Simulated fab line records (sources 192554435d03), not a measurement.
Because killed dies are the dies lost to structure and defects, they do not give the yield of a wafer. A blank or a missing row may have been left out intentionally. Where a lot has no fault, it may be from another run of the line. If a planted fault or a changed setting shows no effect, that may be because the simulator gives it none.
Matching of chambers || flow n5_finfet || 4 sister chambers for N5_BEOL_M1_ETCHBACK_99 on rie_diel-02
The step etches SiO2 in CHF3, target depth 5 nm, time 10.4 s. 4 wafers are shown with their chamber, then 8 later ones without.

## WAFERS WITH THEIR CHAMBER
{"wafer": "L085.3", "chamber": 1, "showerhead_plenum_p_Torr (Torr)": 2.14}
{"wafer": "L089.5", "chamber": 0, "showerhead_plenum_p_Torr (Torr)": 2.20}
{"wafer": "L089.6", "chamber": 3, "showerhead_plenum_p_Torr (Torr)": 2.03}
{"wafer": "L091.3", "chamber": 2, "showerhead_plenum_p_Torr (Torr)": 2.16}

## WAFERS WITH NO CHAMBER GIVEN
{"wafer": "L091.5", "showerhead_plenum_p_Torr (Torr)": 2.16}
{"wafer": "L091.6", "showerhead_plenum_p_Torr (Torr)": 2.14}
{"wafer": "L093.2", "showerhead_plenum_p_Torr (Torr)": 2.03}
{"wafer": "L093.3", "showerhead_plenum_p_Torr (Torr)": 2.19}
{"wafer": "L093.5", "showerhead_plenum_p_Torr (Torr)": 2.16}
{"wafer": "L095.1", "showerhead_plenum_p_Torr (Torr)": 2.02}
{"wafer": "L095.4", "showerhead_plenum_p_Torr (Torr)": 2.19}
{"wafer": "L095.5", "showerhead_plenum_p_Torr (Torr)": 2.16}

## THE CHAMBER EACH PASSED THROUGH
{"wafer": "L091.5", "from the rows above": 2, "in truth": 2}
{"wafer": "L091.6", "from the rows above": 1, "in truth": 1}
{"wafer": "L093.2", "from the rows above": 3, "in truth": 3}
{"wafer": "L093.3", "from the rows above": 0, "in truth": 0}
{"wafer": "L093.5", "from the rows above": 2, "in truth": 2}
{"wafer": "L095.1", "from the rows above": 3, "in truth": 3}
{"wafer": "L095.4", "from the rows above": 0, "in truth": 0}
{"wafer": "L095.5", "from the rows above": 2, "in truth": 2}
Correctly placed: 8 of 8. From these rows, 0 cannot be placed. Number placed wrongly: 0.
How it was worked out, from the rows above alone: a wafer's distance from a chamber is the root of the sum, over the readings, of the square of ((its reading less the chamber's mean) divided by the reading's scatter). The wafer belongs to the nearest chamber; if the next one is less than 2 further off, it can't be placed. The mean given for a chamber averages the wafers shown for that chamber. The scatter: root of mean squared gap, hidden wafer to nearest shown wafer, with one shown wafer a chamber.
